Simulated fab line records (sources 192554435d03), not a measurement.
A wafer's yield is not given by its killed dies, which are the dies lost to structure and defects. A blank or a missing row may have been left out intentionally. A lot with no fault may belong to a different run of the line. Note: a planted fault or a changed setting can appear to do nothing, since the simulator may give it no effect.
fab line records    flow n5Finfet
[record] lots = 6  wafers = 18  lastDay = 20
route steps=1938 shown MOL_CONTACT_COAG@532 PASSIVATION@1936
lots that met no fault: taken from a fault-free run of the same line
startH: hours from the record's opening day to when the first of the lot's shown wafers began    waitH: hours elapsed since this lot's preceding step    " as in the row above    L1.1+2: one row covering several wafers at once    - no value, or no start was given    * or withheld: withheld    < > ~ a bound
route shown NAME@n: NAME is a module with steps in the file, n the number in the route of the first one    usual: average and standard deviation across the fault-free wafers    same: alike in all rows    chamber/n: place in a boat    sites: per-site readings    _std_site: standard deviation across them    _edge_site: inner sites' mean taken away from outer sites' mean    radiusMm: how far each site lies from the wafer's centre    mask NAME#n: copy n    behind: the last tool/chamber to shape the wafer    hold: why the lot was held/for how many hours/how that ended    device: names the non-switching transistor (n, p or np)    end of line: the tests these same wafers got at the end of their route    a step without rows: its recipe alone    killed: at the first sort, the dies lost to defects and structure; wafer yield is something else    map: dies across one wafer; x = killed, . = not, _ = none there
set.NAME: the setting the step ran with; set.NAME@STEP: the setting that earlier step ran with    model.NAME: the simulator's own value behind a step, which no gauge read
a table for each step, a row for each wafer; lots at some steps of the route
services: from which hour (startH, from the record's first day; less than 0 if before it) a tool's chamber was out of use, for how many hours, and why
[[steps]]
[step N5_MOL_CONTACT_COAG_ETCH_106]
[recipe] chemistry = N2/H2  target = SOC  targetDepthA = 800  overetchA = 160  maskMaterial = SiARC  tempC = 40  timeS = 120  ionEnergyEv = 200  pressureMtorr = 30  sourceW = 840  biasW = 150  n2FlowSccm = 200  h2FlowSccm = 200
[step N5_MOL_CONTACT_COAG_STRIP_107]
[recipe] chemistry = N2/H2  tempC = 40  n2FlowSccm = 200  h2FlowSccm = 200  rfFrequencyHz = 6e+07
[step N5_MOL_CONTACT_COAG_STRIP_108]
[recipe] chemistry = N2/H2  tempC = 40  n2FlowSccm = 200  h2FlowSccm = 200  rfFrequencyHz = 6e+07
[step N5_MOL_CONTACT_COAG_CONTACT_ETCH_14]
[recipe] chemistry = C4F6/O2  target = SiO2  targetDepthA = 275  overetchA = 85  maskMaterial = SOC  pressureMtorr = 30  sourceW = 370  biasW = 185  Ar_flow_sccm = 300  C4F6_flow_sccm = 16  O2_flow_sccm = 10  timeS = 20  ionEnergyEv = 259.6
[step N5_MOL_CONTACT_COAG_STRIP_109]
[recipe] chemistry = C4F6/O2  resist = SiARC  rfFrequencyHz = 6e+07
[step N5_MOL_CONTACT_COAG_ETCH_15]
[recipe] chemistry = CH3F/O2  target = SiNx  targetDepthA = 70  maskMaterial = SOC  stopOn = Si:P  overEtchFrac = 0.75  ionEnergyEv = 120  pressureMtorr = 30  sourceW = 395  biasW = 73  Ar_flow_sccm = 150  CH3F_flow_sccm = 30  O2_flow_sccm = 20
[usual] drypumpMotorCurrentA = 5.8/0.42  oesProductAu = 0.55/0.046  rfVppV = 298.8/2.6  showerheadPlenumPTorr = 2.01/0.039  throttleValvePct = 16.32/0.15
lot.wafer  tool        chamber  startH  waitH  drypumpMotorCurrentA  oesProductAu  rfHoursCounterH  rfVppV  showerheadPlenumPTorr  throttleValvePct
L274.1     rieDiel-05  1        87.99   0.0    6.3                   0.67          12               300.1   1.96                   15.98
L274.2     "           2        "       "      5.7                   0.55          171              296.1   2.00                   16.19
L274.6     "           1        "       "      6.3                   0.68          -                299.1   1.96                   15.97
L275.1     rieDiel-05  0        97.53   0.0    6.1                   0.56          104              297.0   2.02                   16.30
L275.3     "           2        "       "      5.7                   0.54          174              297.8   2.00                   16.21
L275.5     "           1        "       "      6.3                   0.66          -                299.4   1.96                   15.98
L276.2     rieDiel-04  3        99.36   0.0    5.3                   0.51          192              293.6   2.07                   16.49
L276.3     "           1        "       "      5.3                   0.53          189              301.2   2.07                   16.30
L276.5     "           2        "       "      6.2                   0.55          -                298.4   1.99                   16.29
L285.1     rieDiel-04  3        169.98  0.0    5.3                   0.51          212              292.6   2.07                   16.52
L285.2     "           1        "       "      5.3                   0.51          204              301.7   2.07                   16.31
L285.5     "           1        "       "      5.3                   0.51          -                300.1   2.07                   16.32
L295.2     rieDiel-02  3        225.42  0.0    5.8                   0.51          244              300.3   2.05                   16.53
L295.3     "           2        "       "      4.9                   0.54          180              299.9   1.99                   16.59
L295.5     "           2        "       "      4.8                   0.54          -                300.8   1.99                   16.60
L296.2     rieDiel-05  2        232.00  0.0    5.7                   0.52          218              296.5   1.99                   16.28
L296.4     "           0        "       "      6.1                   0.53          151              297.0   2.00                   16.41
L296.5     "           1        "       "      6.3                   0.60          -                299.0   1.95                   16.05
[step N5_MOL_CONTACT_COAG_ETCH_110]
[recipe] chemistry = CF4/O2  target = Si  targetDepthA = 25  timeS = 8  pressureMtorr = 100  sourceW = 200  biasW = 12  ionEnergyEv = 60  Ar_flow_sccm = 100  cf4FlowSccm = 100  O2_flow_sccm = 10
[usual] drypumpMotorCurrentA = 5.8/0.42  oesProductAu = 0.75/0.064  rfVppV = 128.0/1.4  showerheadPlenumPTorr = 2.24/0.04  throttleValvePct = 10.78/0.19
lot.wafer  tool        chamber  startH  waitH  drypumpMotorCurrentA  oesProductAu  rfHoursCounterH  rfVppV  showerheadPlenumPTorr  throttleValvePct
L274.1     rieDiel-05  1        88.05   0.0    6.3                   0.92          12               127.7   2.19                   10.31
L274.2     "           2        "       "      5.7                   0.75          171              127.7   2.22                   10.65
L274.6     "           1        "       "      6.3                   0.91          -                128.3   2.19                   10.32
L275.1     rieDiel-05  0        97.59   0.0    6.1                   0.77          104              128.0   2.24                   10.70
L275.3     "           2        "       "      5.7                   0.74          174              127.1   2.22                   10.68
L275.5     "           1        "       "      6.3                   0.91          -                129.1   2.19                   10.31
L276.2     rieDiel-04  3        99.42   0.0    5.3                   0.70          192              124.4   2.30                   10.97
L276.3     "           1        "       "      5.3                   0.71          189              128.8   2.30                   10.78
L276.5     "           2        "       "      6.2                   0.76          -                127.5   2.22                   10.79
L285.1     rieDiel-04  3        170.04  0.0    5.4                   0.68          212              125.2   2.30                   11.03
L285.2     "           1        "       "      5.3                   0.70          204              129.9   2.29                   10.84
L285.5     "           1        "       "      5.3                   0.70          -                129.7   2.29                   10.82
L295.2     rieDiel-02  3        225.48  0.0    5.8                   0.69          244              129.9   2.27                   11.07
L295.3     "           2        "       "      4.9                   0.73          180              127.9   2.21                   11.05
L295.5     "           2        "       "      4.9                   0.74          -                129.0   2.21                   11.06
L296.2     rieDiel-05  2        232.06  0.0    5.7                   0.72          218              126.8   2.20                   10.77
L296.4     "           0        "       "      6.2                   0.73          151              126.3   2.22                   10.83
L296.5     "           1        "       "      6.3                   0.83          -                129.2   2.17                   10.47
[step N5_MOL_CONTACT_COAG_STRIP_98]
[recipe] chemistry = N2/H2  powerW = 500  tempC = 40  pressureMtorr = 50  rfFrequencyHz = 6e+07  overashFraction = 0.3  biasPowerW = 8  h2Frac = 0.5  n2FlowSccm = 300  h2FlowSccm = 300
[usual] biasPowerW = 8.002/0.024  drypumpMotorCurrentA = 5.8/0.42  oesProductAu = 0.75/0.067  rfVppV = 54.1/1.5  showerheadPlenumPTorr = 3.38/0.065  throttleValvePct = 18.9/0.31
lot.wafer  tool        chamber  startH  waitH  biasPowerW  drypumpMotorCurrentA  oesProductAu  rfHoursCounterH  rfVppV  showerheadPlenumPTorr  throttleValvePct
L274.1     rieDiel-05  1        88.10   0.0    7.996       6.3                   0.94          12               50.3    3.30                   18.1
L274.2     "           2        "       "      7.972       5.7                   0.73          171              51.0    3.34                   18.7
L274.6     "           1        "       "      8.006       6.3                   0.92          -                53.4    3.30                   18.2
L275.1     rieDiel-05  0        97.64   0.0    8.018       6.1                   0.78          104              51.2    3.38                   18.8
L275.3     "           2        "       "      8.012       5.7                   0.75          174              54.3    3.34                   18.7
L275.5     "           1        "       "      7.969       6.3                   0.92          -                52.9    3.29                   18.2
L276.2     rieDiel-04  3        99.47   0.0    8.015       5.4                   0.69          192              53.5    3.47                   19.2
L276.3     "           1        "       "      7.988       5.3                   0.72          189              53.0    3.48                   18.8
L276.5     "           2        "       "      8.007       6.2                   0.76          -                53.6    3.35                   18.8
L285.1     rieDiel-04  3        170.09  0.0    8.025       5.4                   0.67          212              51.6    3.46                   19.3
L285.2     "           1        "       "      7.995       5.3                   0.70          204              54.5    3.47                   18.8
L285.5     "           1        "       "      8.013       5.3                   0.71          -                53.3    3.47                   18.8
L295.2     rieDiel-02  3        225.52  0.0    8.006       5.8                   0.69          244              54.4    3.45                   19.3
L295.3     "           2        "       "      8.023       4.9                   0.73          180              55.3    3.34                   19.4
L295.5     "           2        "       "      8.022       4.9                   0.73          -                54.5    3.34                   19.4
L296.2     rieDiel-05  2        232.10  0.0    7.994       5.7                   0.71          218              55.9    3.32                   18.8
L296.4     "           0        "       "      8.009       6.1                   0.73          151              53.2    3.35                   18.9
L296.5     "           1        "       "      7.989       6.3                   0.84          -                52.0    3.27                   18.2
[step N5_MOL_CONTACT_COAG_CD_MEAS_99]
[recipe] targetCdNm = 17.2  polarity = opening
[usual] cdNm = 17.1/0.32
lot.wafer  tool      chamber  startH  waitH  cdNm
L274.1     cdSem-03  -        88.17   -      17.1
L274.2     "         -        "       "      17.6
L274.6     "         -        "       "      16.8
L275.1     cdSem-03  -        97.71   -      17.3
L275.3     "         -        "       "      17.2
L275.5     "         -        "       "      17.1
L276.2     cdSem-02  -        99.54   -      17.3
L276.3     "         -        "       "      17.0
L276.5     "         -        "       "      17.3
L285.1     cdSem-02  -        170.16  -      16.8
L285.2     "         -        "       "      16.8
L285.5     "         -        "       "      17.0
L295.2     cdSem-02  -        225.60  -      16.9
L295.3     "         -        "       "      16.9
L295.5     "         -        "       "      16.8
L296.2     cdSem-02  -        232.18  -      17.1
L296.4     "         -        "       "      17.5
L296.5     "         -        "       "      16.7
[step N5_MOL_CONTACT_COAG_IMPLANT_129]
[recipe] species = Ge  energyKev = 3  doseCm2 = 6e+14  tiltDeg = 0  rotationDeg = 0
[step N5_MOL_CONTACT_COAG_PRECLEAN_111]
[recipe] chemistry = NF3:NH3  afsCycles = 1  tempC = 30  timeS = 20  sublimationTempC = 180  sublimationTimeS = 60  pressureTorr = 3  rfPowerW = 30
[step N5_MOL_CONTACT_COAG_TI_SIL_19]
[recipe] material = Ti  targetThkA = 42  tempC = 200  chamberPressurePa = 5  powerW = 5000  timeS = 15
[usual] cathodeDcPowerW = 5000.0/0.9  throttleValvePct = 29.9/1
lot.wafer  tool           chamber  startH  waitH  cathodeDcPowerW  throttleValvePct
L274.1     pvdSputter-01  -        90.20   0.3    5001.5           30.4
L274.2     "              -        "       "      5000.9           30.5
L274.6     "              -        "       "      4999.5           30.5
L275.1     pvdSputter-01  -        100.27  0.3    5000.3           29.9
L275.3     "              -        "       "      4999.7           30.7
L275.5     "              -        "       "      5001.0           30.5
L276.2     pvdSputter-01  -        100.81  0.5    5000.6           29.6
L276.3     "              -        "       "      4998.0           29.0
L276.5     "              -        "       "      4998.2           28.9
L285.1     pvdSputter-01  -        170.62  0.2    5000.1           30.8
L285.2     "              -        "       "      4999.7           29.8
L285.5     "              -        "       "      4999.1           30.6
L295.2     pvdSputter-02  -        227.55  0.3    4999.4           30.3
L295.3     "              -        "       "      5000.4           27.3
L295.5     "              -        "       "      5000.7           31.0
L296.2     pvdSputter-03  -        233.44  0.3    5000.5           29.6
L296.4     "              -        "       "      5000.1           31.2
L296.5     "              -        "       "      4999.5           31.1
[step N5_MOL_CONTACT_COAG_ALD_20]
[recipe] material = TiN  targetThkA = 15  tempC = 400  aldPrecursorFamily = TiCl4  aldCoReactant = NH3  pulseTimeS = 1  purgeTimeS = 3  coReactantPurgeTimeS = 2  coReactantPulseTimeS = 2  aldCycles = 68  pressureTorr = 3
[usual] chamberPressureTorr = 3.000/0.0062  heaterPowerW = 926/98  precursorPulseHeightRel = 1.000/0.019  susceptorTempC = 399.99/0.2
lot.wafer  tool         chamber  startH  waitH  chamberPressureTorr  heaterPowerW  precursorPulseHeightRel  susceptorTempC
L274.1     aldMetal-03  3        90.32   0.1    2.994                947           1.035                    399.75
L274.2     "            0        "       "      3.000                888           1.002                    400.15
L274.6     "            0        "       "      2.991                899           0.998                    400.27
L275.1     aldMetal-04  1        100.39  0.1    2.999                915           0.983                    400.31
L275.3     "            0        "       "      2.986                1107          0.977                    399.81
L275.5     "            3        "       "      3.004                1034          1.031                    399.68
L276.2     aldMetal-03  1        100.93  0.1    2.998                784           0.999                    400.06
L276.3     "            2        "       "      2.997                912           1.005                    399.88
L276.5     "            1        "       "      3.008                757           1.003                    399.78
L285.1     aldMetal-04  3        170.76  0.1    2.999                1028          1.020                    400.42
L285.2     "            0        "       "      2.994                1094          0.996                    399.96
L285.5     "            3        "       "      2.991                1044          1.006                    400.26
L295.2     aldMetal-04  0        227.67  0.1    3.000                944           0.987                    374.45
L295.3     "            2        "       "      3.003                645           1.047                    374.56
L295.5     "            3        "       "      3.003                872           1.005                    374.88
L296.2     aldMetal-04  3        233.56  0.1    3.006                889           0.979                    374.71
L296.4     "            1        "       "      2.999                769           1.010                    374.17
L296.5     "            3        "       "      3.000                876           1.011                    374.70
[step N5_MOL_CONTACT_COAG_SIL_ANNEAL_21]
[recipe] tempC = 550  timeS = 60  ambient = N2
[usual] lampPowerPct = 6.73/0.12  wafer_temp_C_max = 552.4/0.56
lot.wafer  tool          chamber  startH  waitH  lampPowerPct  wafer_temp_C_max
L274.1     rtpAnneal-02  0        90.70   0.2    6.63          551.9
L274.2     "             0        "       "      6.63          552.6
L274.6     "             0        "       "      6.63          553.0
L275.1     rtpAnneal-02  0        100.78  0.2    6.63          553.3
L275.3     "             0        "       "      6.63          553.2
L275.5     "             0        "       "      6.63          552.3
L276.2     rtpAnneal-02  0        101.34  0.2    6.63          552.7
L276.3     "             0        "       "      6.63          552.3
L276.5     "             0        "       "      6.61          552.5
L285.1     rtpAnneal-02  0        171.13  0.2    6.63          552.2
L285.2     "             0        "       "      6.64          552.3
L285.5     "             0        "       "      6.63          552.9
L295.2     rtpAnneal-02  0        228.18  0.3    6.64          552.5
L295.3     "             0        "       "      6.63          553.0
L295.5     "             0        "       "      6.63          553.1
L296.2     rtpAnneal-01  0        234.03  0.3    6.88          552.5
L296.4     "             0        "       "      6.88          553.4
L296.5     "             0        "       "      6.87          552.0
[step N5_PASSIVATION_PROBE_49]
[usual] killed_at_M0_to_M3 = 37/12  killed_at_M4_up = 15/5.6  killedAtContacts = 13/6.9  killedAtFrontEnd = 40/11  killedAtOther = 4/3.2  killedDies = 109/20  killedOpen = 73/15  killedShort = 35/8.3
[same] grossDies = 1180  killedAtBackSide = 0
lot.wafer  tool       chamber  startH  waitH  killed_at_M0_to_M3  killed_at_M4_up  killedAtContacts  killedAtFrontEnd  killedAtOther  killedDies  killedOpen  killedShort
L274.1     prober-01  -        307.34  0.0    26                  19               14                45                2              106         71          35
L274.2     prober-01  -        307.39  0.1    28                  19               21                55                4              127         92          32
L274.6     prober-01  -        307.59  0.3    42                  13               12                59                0              126         92          33
L275.1     prober-01  -        341.66  0.0    40                  27               21                24                3              115         74          41
L275.3     prober-01  -        341.76  0.1    42                  17               16                31                7              113         80          33
L275.5     prober-01  -        341.86  0.2    50                  26               7                 36                4              123         68          52
L276.2     prober-01  -        346.89  0.1    26                  15               5                 31                7              84          48          33
L276.3     prober-01  -        346.94  0.1    38                  11               11                41                7              108         62          46
L276.5     prober-01  -        347.04  0.2    30                  16               6                 35                4              91          51          40
L285.1     prober-02  -        406.93  0.3    43                  16               13                31                4              107         74          33
L285.2     prober-02  -        406.98  0.3    43                  6                13                32                9              103         65          35
L285.5     prober-02  -        407.13  0.5    32                  18               12                31                4              97          66          30
L296.2     prober-02  -        464.60  0.1    51                  21               8                 35                3              118         84          33
L296.4     prober-02  -        464.70  0.2    15                  6                10                31                5              67          50          17
L296.5     prober-02  -        464.75  0.2    50                  14               6                 26                5              101         72          28
L295.2     prober-02  -        482.37  0.1    50                  12               16                42                2              122         84          38
L295.3     prober-02  -        482.42  0.1    45                  14               19                19                1              98          70          28
L295.5     prober-02  -        482.52  0.2    61                  10               7                 37                0              115         72          43
// killed by level:class
L274.1 FIN_SAQP:geometricParticle:open=14 MOL_CONTACT_COAG:geometricParticle:open=11 DUMMY_GATE:geometricParticle:open=9 BEOL_M2:geometricParticle:open=7 BEOL_M4:geometricParticle:open=7 FIN_SAQP:geometricParticle:short=6 BEOL_M0_SAQP:geometricParticle:short=6 STI_FIN_REVEAL:geometricParticle:short=4
L274.2 MOL_CONTACT_COAG:geometricParticle:open=15 STI_FIN_REVEAL:geometricParticle:open=14 FIN_SAQP:geometricParticle:open=12 DUMMY_GATE:geometricParticle:open=8 BEOL_M0_SAQP:geometricParticle:open=8 MOL_CONTACT_COAG:geometricParticle:short=6 BEOL_M2:geometricParticle:open=6 BEOL_M4:geometricParticle:open=6
L274.6 FIN_SAQP:geometricParticle:open=13 BEOL_M0_SAQP:geometricParticle:short=13 BEOL_M0_SAQP:geometricParticle:open=11 MOL_CONTACT_COAG:geometricParticle:open=10 DUMMY_GATE:geometricParticle:open=9 FIN_SAQP:geometricParticle:short=8 STI_FIN_REVEAL:geometricParticle:open=8 ILD0:geometricParticle:open=6
L275.1 MOL_CONTACT_COAG:geometricParticle:open=16 BEOL_M4:geometricParticle:open=11 BEOL_M3:geometricParticle:open=10 BEOL_M0_SAQP:geometricParticle:short=10 FIN_SAQP:geometricParticle:open=5 BEOL_M1:geometricParticle:open=5 MOL_CONTACT_COAG:geometricParticle:short=5 FIN_SAQP:geometricParticle:short=4
L275.3 BEOL_M1:geometricParticle:open=13 MOL_CONTACT_COAG:geometricParticle:open=11 DUMMY_GATE:geometricParticle:open=9 BEOL_M0_SAQP:geometricParticle:open=7 BEOL_M3:geometricParticle:open=7 BEOL_M4:geometricParticle:open=7 MOL_CONTACT_COAG:geometricParticle:short=5 BEOL_M0_SAQP:geometricParticle:short=5
L275.5 STI_FIN_REVEAL:geometricParticle:open=11 BEOL_M0_SAQP:geometricParticle:short=11 BEOL_M4:geometricParticle:open=11 STARTING-WAFER:geometricParticle:short=9 BEOL_M2:geometricParticle:short=8 BEOL_M1:geometricParticle:open=7 BEOL_M0_SAQP:geometricParticle:open=6 MOL_CONTACT_COAG:geometricParticle:open=6
L276.2 BEOL_M0_SAQP:geometricParticle:short=10 STI_FIN_REVEAL:geometricParticle:open=8 FIN_SAQP:geometricParticle:short=5 BEOL_M2:geometricParticle:open=5 MIM_TOP:geometricParticle:open=4 BEOL_M0_SAQP:geometricParticle:open=4 BEOL_M4:geometricParticle:open=4 GATE_CUT:geometricParticle:short=3
L276.3 MOL_CONTACT_COAG:geometricParticle:open=10 BEOL_M0_SAQP:geometricParticle:open=10 STI_FIN_REVEAL:geometricParticle:open=9 GATE_CUT:geometricParticle:short=9 FIN_SAQP:geometricParticle:open=6 BEOL_M2:geometricParticle:short=6 BEOL_M3:geometricParticle:short=6 BEOL_M4:geometricParticle:open=5
L276.5 STI_FIN_REVEAL:geometricParticle:open=12 BEOL_M4:geometricParticle:open=9 BEOL_M2:geometricParticle:open=7 BEOL_M0:geometricParticle:short=6 MOL_CONTACT_COAG:geometricParticle:short=5 BEOL_M0_SAQP:geometricParticle:short=5 STARTING-WAFER:geometricParticle:short=5 STI_FIN_REVEAL:geometricParticle:short=4
L285.1 BEOL_M0_SAQP:geometricParticle:short=14 MOL_CONTACT_COAG:geometricParticle:open=10 STI_FIN_REVEAL:geometricParticle:open=9 BEOL_M3:geometricParticle:open=9 BEOL_M0_SAQP:geometricParticle:open=8 BEOL_M2:geometricParticle:open=8 BEOL_M5:geometricParticle:open=5 FIN_SAQP:geometricParticle:open=4
L285.2 BEOL_M0_SAQP:geometricParticle:open=18 MOL_CONTACT_COAG:geometricParticle:open=12 BEOL_M0_SAQP:geometricParticle:short=10 FIN_SAQP:geometricParticle:open=7 FIN_SAQP:geometricParticle:short=7 BEOL_M3:geometricParticle:open=5 PAD_METAL:geometricParticle:open=5 PAD_METAL:geometricParticle:short=4
L285.5 STI_FIN_REVEAL:geometricParticle:open=10 MOL_CONTACT_COAG:geometricParticle:open=10 BEOL_M0_SAQP:geometricParticle:short=9 BEOL_M0_SAQP:geometricParticle:open=9 FIN_SAQP:geometricParticle:short=5 BEOL_M3:geometricParticle:open=5 BEOL_M3:geometricParticle:short=4 BEOL_M7:geometricParticle:open=4
L296.2 BEOL_M0_SAQP:geometricParticle:open=14 BEOL_M3:geometricParticle:open=13 BEOL_M4:geometricParticle:open=10 FIN_SAQP:geometricParticle:short=9 MOL_CONTACT_COAG:geometricParticle:open=8 BEOL_M1:geometricParticle:open=7 BEOL_M0_SAQP:geometricParticle:short=7 FIN_SAQP:geometricParticle:open=6
L296.4 MOL_CONTACT_COAG:geometricParticle:open=10 FIN_SAQP:geometricParticle:short=7 FIN_SAQP:geometricParticle:open=6 DUMMY_GATE:geometricParticle:open=6 BEOL_M0_SAQP:geometricParticle:open=6 BEOL_M1:geometricParticle:open=4 BEOL_M2:geometricParticle:open=3 ILD0:geometricParticle:open=2
L296.5 BEOL_M1:geometricParticle:open=11 BEOL_M3:geometricParticle:open=11 FIN_SAQP:geometricParticle:short=7 ILD0:geometricParticle:open=7 BEOL_M0_SAQP:geometricParticle:open=7 BEOL_M2:geometricParticle:open=7 MOL_CONTACT_COAG:geometricParticle:open=6 BEOL_M0_SAQP:geometricParticle:short=5
L295.2 MOL_CONTACT_COAG:geometricParticle:open=13 BEOL_M0_SAQP:geometricParticle:open=13 BEOL_M2:geometricParticle:open=12 FIN_SAQP:geometricParticle:open=11 BEOL_M4:geometricParticle:open=7 FIN_SAQP:geometricParticle:short=6 BEOL_M0_SAQP:geometricParticle:short=6 GATE_CUT:geometricParticle:short=5
L295.3 MOL_CONTACT_COAG:geometricParticle:open=15 BEOL_M2:geometricParticle:open=15 BEOL_M0_SAQP:geometricParticle:open=7 BEOL_M0_SAQP:geometricParticle:short=5 BEOL_M0:geometricParticle:open=5 BEOL_M3:geometricParticle:open=5 ILD0:geometricParticle:open=4 MOL_CONTACT_COAG:geometricParticle:short=4
L295.5 BEOL_M0_SAQP:geometricParticle:short=20 BEOL_M0_SAQP:geometricParticle:open=14 STI_FIN_REVEAL:geometricParticle:open=9 BEOL_M1:geometricParticle:open=8 BEOL_M2:geometricParticle:open=8 FIN_SAQP:geometricParticle:open=7 MOL_CONTACT_COAG:geometricParticle:open=6 DUMMY_GATE:geometricParticle:open=5
[[services]]
tool           chamber  startH  hours  kind
rieDiel-02     -        71.96   1.9    repair
pvdSputter-02  -        84.23   21.7   repair
rieDiel-02     -        91.19   4.7    repair
aldMetal-04    2        96.85   29.0   repair
pvdSputter-01  -        106.85  4.6    repair
pvdSputter-03  -        118.44  0.6    repair
aldMetal-03    -        134.16  8.7    pm
rieDiel-04     1        137.43  26.9   repair
rieDiel-04     -        140.31  15.6   pm
pvdSputter-02  -        143.09  2.5    repair
aldMetal-04    2        175.75  5.2    repair
aldMetal-04    -        187.25  6.0    pm
rieDiel-02     -        187.57  0.5    repair
rieDiel-05     1        217.15  4.6    repair
rieDiel-02     1        217.15  5.2    repair
rieDiel-04     3        230.56  7.6    repair
[[key]]
[firstSign] step = N5_MOL_CONTACT_COAG_ALD_20  reading = susceptorTempC  direction = down  sigmas = 99+  usual = *  struck = *
effect none on later readings
metAt N5_MOL_CONTACT_COAG_ALD_20
struckWafers L295.2,L295.3,L295.5,L296.2,L296.4,L296.5
testerLeftOut L295,L296
onsetBetween 170.76 227.67
[fault] kind = processParameterDrift  tool = aldMetal-04  chamber = -  onsetH = 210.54  steps = N5_MOL_CONTACT_COAG_ALD_20  channel = tempC  offset = *  shape = step  endH = 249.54  actsIn = *  stated = *
// testerLeftOut: of these lots the tester's yield and bins aren't shown, on N5 and GAA mostly nor the transistor test; their killed dies are dies lost to structure and defects alone, not to doping, threshold or leakage, so they don't give the yield
